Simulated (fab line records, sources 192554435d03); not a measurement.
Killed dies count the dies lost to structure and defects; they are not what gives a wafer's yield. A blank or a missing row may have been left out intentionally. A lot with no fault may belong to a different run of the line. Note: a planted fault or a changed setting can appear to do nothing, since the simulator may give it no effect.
Chamber matching + flow n5-finfet + N5_BEOL_M10_VIA_ETCH_34 on rie-diel-05: 4 sister chambers
The step etches SiCOH lowk in C4F6/O2, target depth 184.5 nm, time 69.2 s. 16 wafers are shown with their chamber, then 8 later ones without.

## WAFERS, EACH WITH ITS CHAMBER
| wafer  | chamber | showerhead-plenum-p-Torr (Torr) | rf-vpp-V (V) | drypump-motor-current-A (A) |
|--------|---------|---------------------------------|--------------|-----------------------------|
| L081.1 | 0       | 3.04                            | 689          | 5.7                         |
| L081.2 | 2       | 2.95                            | 662          | 5.1                         |
| L081.5 | 3       | 2.82                            | 639          | 5.6                         |
| L086.2 | 3       | 2.82                            | 639          | 5.6                         |
| L086.3 | 1       | 2.78                            | 657          | 6.1                         |
| L086.5 | 1       | 2.78                            | 656          | 6.1                         |
| L085.1 | 0       | 3.03                            | 687          | 5.7                         |
| L085.2 | 1       | 2.78                            | 657          | 6.1                         |
| L085.5 | 0       | 3.03                            | 688          | 5.8                         |
| L087.1 | 3       | 2.82                            | 640          | 5.6                         |
| L087.4 | 1       | 2.78                            | 656          | 6.1                         |
| L087.5 | 0       | 3.03                            | 689          | 5.7                         |
| L088.2 | 1       | 2.78                            | 656          | 6.1                         |
| L088.4 | 2       | 2.94                            | 658          | 5.1                         |
| L088.5 | 1       | 2.78                            | 655          | 6.0                         |
| L094.2 | 2       | 2.94                            | 660          | 5.1                         |

SIGNATURES (means of the wafers above)
| reading                  | chamber 0 | chamber 1 | chamber 2 | chamber 3 | scatter within a chamber |
|--------------------------|-----------|-----------|-----------|-----------|--------------------------|
| showerhead-plenum-p-Torr | 3.0325    | 2.7800    | 2.9433    | 2.8200    | 0.00344                  |
| rf-vpp-V                 | 688.25    | 656.17    | 660.00    | 639.33    | 1.09                     |
| drypump-motor-current-A  | 5.725     | 6.083     | 5.100     | 5.600     | 0.0363                   |
Rule: a wafer lies at a distance from a chamber equal to the root of the sum of squares, over the readings, of (its reading less the chamber's mean, divided by the reading's scatter). The wafer belongs to the nearest chamber; if the next one is less than 2 further off, it can't be placed. The scatter is the square root of a quotient: the sum, over the shown wafers, of each reading's squared deviation from its chamber's mean, divided by wafers minus chambers.

## WAFERS WHOSE CHAMBER IS MISSING
| wafer  | showerhead-plenum-p-Torr (Torr) | rf-vpp-V (V) | drypump-motor-current-A (A) |
|--------|---------------------------------|--------------|-----------------------------|
| L094.4 | 3.03                            | 687          | 5.7                         |
| L094.5 | 3.03                            | 688          | 5.7                         |
| L095.3 | 3.02                            | 687          | 5.7                         |
| L095.5 | 3.02                            | 687          | 5.7                         |
| L095.6 | 2.77                            | 655          | 6.1                         |
| L097.1 | 2.80                            | 639          | 5.6                         |
| L097.5 | 2.94                            | 658          | 5.1                         |
| L097.6 | 2.80                            | 640          | 5.6                         |

## WHICH CHAMBER EACH WENT THROUGH
| wafer  | from the rows above | in truth |
|--------|---------------------|----------|
| L094.4 | 0                   | 0        |
| L094.5 | 0                   | 0        |
| L095.3 | 0                   | 0        |
| L095.5 | 0                   | 0        |
| L095.6 | 1                   | 1        |
| L097.1 | 3                   | 3        |
| L097.5 | 2                   | 2        |
| L097.6 | 3                   | 3        |
Correctly placed: 8 of 8. Can't be placed from these rows: 0. Number placed wrongly: 0.
